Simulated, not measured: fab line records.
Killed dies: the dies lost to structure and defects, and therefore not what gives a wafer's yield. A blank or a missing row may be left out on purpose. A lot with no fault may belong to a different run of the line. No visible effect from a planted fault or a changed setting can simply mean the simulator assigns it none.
Comparing a struck lot with a sound one | flow n5-finfet | 15 out of 1938 route steps
Sound: these wafers, L231.3, L231.4, L231.5. Struck: wafer L234.1. (L234.2, L234.3 of the same lot were not struck and are left out.) The cause comes at the end.
At each step with rows: each side's tool, then ch and its chambers, then its first start. Under that, the readings that differ: sound wafers | struck wafers | difference of the means | sigmas: that difference in standard deviations of wafers without a fault.
alike: words and numbers the same on both sides, and readings whose means are apart by under 2 such deviations; not compared: readings that were withheld, readings missing a value for some wafer, numbers with overlapping values and no deviation given by the record, and bounds like >300 which may hide the same value.
Wherever a step has rows on one side only, a row that says differs or no value, or a row with sigmas, the two part there. Numbers that don't overlap but have no deviation are shown without sigmas and don't part them. A reading missing from all wafers of one side parts the sides only when that side holds two or more wafers.

first, 2 steps without rows for these wafers: N5_FIN_CUT_PEB_06 (peb time 60 s); N5_FIN_CUT_DEVELOP_07 (develop time 30 s).
N5_FIN_CUT_CD_MEAS_08: target cd 29.1 nm.
  sound on cd-sem-01 ch 0, day 4 08:13; struck on cd-sem-01 ch 0, day 5 04:44
  alike: cd-nm
N5_FIN_CUT_OVL_MEAS_09:
  sound on overlay-01 ch 0, day 4 08:15; struck on overlay-01 ch 0, day 5 04:46
  reading          | sound          | struck | difference | sigmas
  FIN_CUT_OVL (nm) | -0.2 -0.9 -0.4 | 0.8    | +1.3       | +2
N5_FIN_CUT_INSPECT_10: inspects for defects (brightfield).
  sound on defect-inspect-02 at day 4 08:18; struck on defect-inspect-02 at day 5 04:49
  alike: raw-defect-count
N5_FIN_CUT_DESCUM_13: chemistry O2, time 7 s.
  sound on rie-diel-02 ch 0,1,3, day 4 09:08; struck on rie-diel-04 ch 0, day 5 04:51
  reading                         | sound          | struck | difference | sigmas
  showerhead-plenum-p-Torr (Torr) | 2.17 2.24 2.09 | 2.00   | -0.17      | -2
  alike: drypump-motor-current-A, oes-product-au, rf-vpp-V, throttle-valve-pct
  not compared: rf-hours-counter-h
N5_FIN_CUT_ETCH_30: etches underlayer in N2/H2, target depth 13 nm, time 10.4 s.
  sound on rie-diel-02 ch 0,1,3, day 4 09:10; struck on rie-diel-04 ch 0, day 5 04:53
  reading                         | sound             | struck | difference | sigmas
  rf-vpp-V (V)                    | 527.3 529.6 524.1 | 519.6  | -7.4       | -3
  showerhead-plenum-p-Torr (Torr) | 2.67 2.73 2.54    | 2.37   | -0.28      | -3
  alike: drypump-motor-current-A, etch-rf-on-time-s, oes-product-au, throttle-valve-pct
  not compared: rf-hours-counter-h
N5_FIN_CUT_ETCH_20: etches SiARC in CF4, target depth 26 nm, time 43.3 s.
  sound on rie-diel-02 ch 0,1,3, day 4 09:11; struck on rie-diel-04 ch 0, day 5 04:54
  reading                         | sound          | struck | difference | sigmas
  showerhead-plenum-p-Torr (Torr) | 2.23 2.27 2.15 | 2.02   | -0.20      | -3
  alike: cf4-flow-sccm, drypump-motor-current-A, etch-rf-on-time-s, oes-product-au, rf-vpp-V, throttle-valve-pct
  not compared: rf-hours-counter-h
then, 3 steps without rows for these wafers: N5_FIN_CUT_ETCH_21 (etches SOC in N2/H2, target depth 219 nm, overetch 43.8 nm, time 523.5 s); N5_FIN_CUT_STRIP_23 (strips in N2/H2); N5_FIN_CUT_STRIP_31 (strips in N2/H2).
N5_FIN_CUT_STRIP_24: strips in CF4.
  sound on rie-diel-02 ch 0,1,3, day 4 09:34; struck on rie-diel-04 ch 0, day 5 05:16
  reading                         | sound             | struck | difference | sigmas
  rf-vpp-V (V)                    | 271.8 272.9 271.3 | 268.2  | -3.8       | -3
  showerhead-plenum-p-Torr (Torr) | 1.86 1.91 1.80    | 1.69   | -0.17      | -3
  alike: cf4-flow-sccm, drypump-motor-current-A, oes-product-au, throttle-valve-pct
  not compared: rf-hours-counter-h
N5_FIN_CUT_CUT_ETCH_26: etches SiNx in CH3F/O2, target depth 39 nm, time 55.7 s.
  sound on rie-diel-02 ch 0,1,3, day 4 09:35; struck on rie-diel-04 ch 0, day 5 05:17
  reading                         | sound             | struck | difference | sigmas
  run-length-s (s)                | 79.4 78.6 79.2    | 81.9   | +2.8       | +5
  showerhead-plenum-p-Torr (Torr) | 2.08 2.13 2.00    | 1.88   | -0.19      | -3
  model.etch.depth-nm (nm)        | 37.71 38.94 37.85 | 40.85  | +2.68      |
  alike: drypump-motor-current-A, oes-product-au, rf-vpp-V, throttle-valve-pct
  not compared: rf-hours-counter-h
N5_FIN_CUT_CUT_ETCH_27: etches SiO2 in CHF3/O2, target depth 4 nm, overetch 2 nm, time 4.9 s.
  sound on rie-diel-02 ch 0,1,3, day 4 09:37; struck on rie-diel-04 ch 0, day 5 05:20
  reading                         | sound          | struck | difference | sigmas
  showerhead-plenum-p-Torr (Torr) | 2.51 2.55 2.41 | 2.27   | -0.22      | -3
  alike: drypump-motor-current-A, oes-product-au, rf-vpp-V, throttle-valve-pct
  not compared: rf-hours-counter-h
-- the record jumps here: 11 days lie between the struck wafers' starts before and after (it left off in module FIN_CUT and takes up again in module PASSIVATION, whose first step shown is number 1936 of the route) --
N5_PASSIVATION_PROBE_49:
  sound on prober-01 at day 14 09:15; struck on prober-01 at day 16 04:07
  alike: killed_at_M0_to_M3, killed_at_M4_up, killed-at-contacts, killed-at-front-end, killed-at-other, killed-dies, killed-open, killed-short

WHERE THEY PART
Last at N5_FIN_CUT_CUT_ETCH_27 as far as this record goes, first at N5_FIN_CUT_OVL_MEAS_09. Later steps at which nothing parts them and some readings are alike: N5_PASSIVATION_PROBE_49.

WHY: what had been put in by the simulator
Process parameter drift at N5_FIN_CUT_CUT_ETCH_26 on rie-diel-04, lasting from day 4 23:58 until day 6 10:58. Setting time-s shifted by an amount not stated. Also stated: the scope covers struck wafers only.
